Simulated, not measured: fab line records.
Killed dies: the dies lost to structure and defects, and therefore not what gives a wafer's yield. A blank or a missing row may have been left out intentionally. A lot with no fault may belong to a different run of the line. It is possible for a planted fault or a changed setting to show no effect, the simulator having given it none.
Chamber matching + flow n5Finfet + N5_DUMMY_GATE_ETCH_37 on rieDiel-05 has 4 sister chambers
The step etches SOC in N2/H2, target depth 60 nm, overetch 30 nm. 4 wafers are shown with their chamber, then 7 later ones without.

## EACH WAFER AND ITS CHAMBER
| wafer  | chamber | oesProductAu (a.u.) |
|--------|---------|---------------------|
| L086.1 | 1       | 0.57                |
| L086.3 | 0       | 0.73                |
| L089.4 | 2       | 0.53                |
| L089.5 | 3       | 0.55                |

## WAFERS WHOSE CHAMBER IS MISSING
| wafer  | oesProductAu (a.u.) |
|--------|---------------------|
| L089.6 | 0.72                |
| L094.1 | 0.53                |
| L094.2 | 0.71                |
| L094.6 | 0.55                |
| L097.1 | 0.56                |
| L097.3 | 0.53                |
| L097.5 | 0.70                |

## THE CHAMBER EACH PASSED THROUGH
| wafer  | from the rows above          | in truth |
|--------|------------------------------|----------|
| L089.6 | 0                            | 0        |
| L094.1 | can't be placed: 2 or 3      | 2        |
| L094.2 | 0                            | 0        |
| L094.6 | can't be placed: 3 or 1 or 2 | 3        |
| L097.1 | can't be placed: 1 or 3 or 2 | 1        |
| L097.3 | can't be placed: 2 or 3      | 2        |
| L097.5 | 0                            | 0        |
Correct placement for 3 of the 7. These rows do not allow placing 4 (true chamber among the candidates in 4). Placed wrongly: 0.
How it was worked out, from the rows above alone: a wafer's distance from a chamber is the root of the sum, over the readings, of the square of ((its reading less the chamber's mean) divided by the reading's scatter). The wafer belongs to the nearest chamber; if the next one is less than 2 further off, it can't be placed. For every chamber, the mean is computed from those of its wafers that are shown. The scatter: root of mean squared gap, hidden wafer to nearest shown wafer, with one shown wafer a chamber.
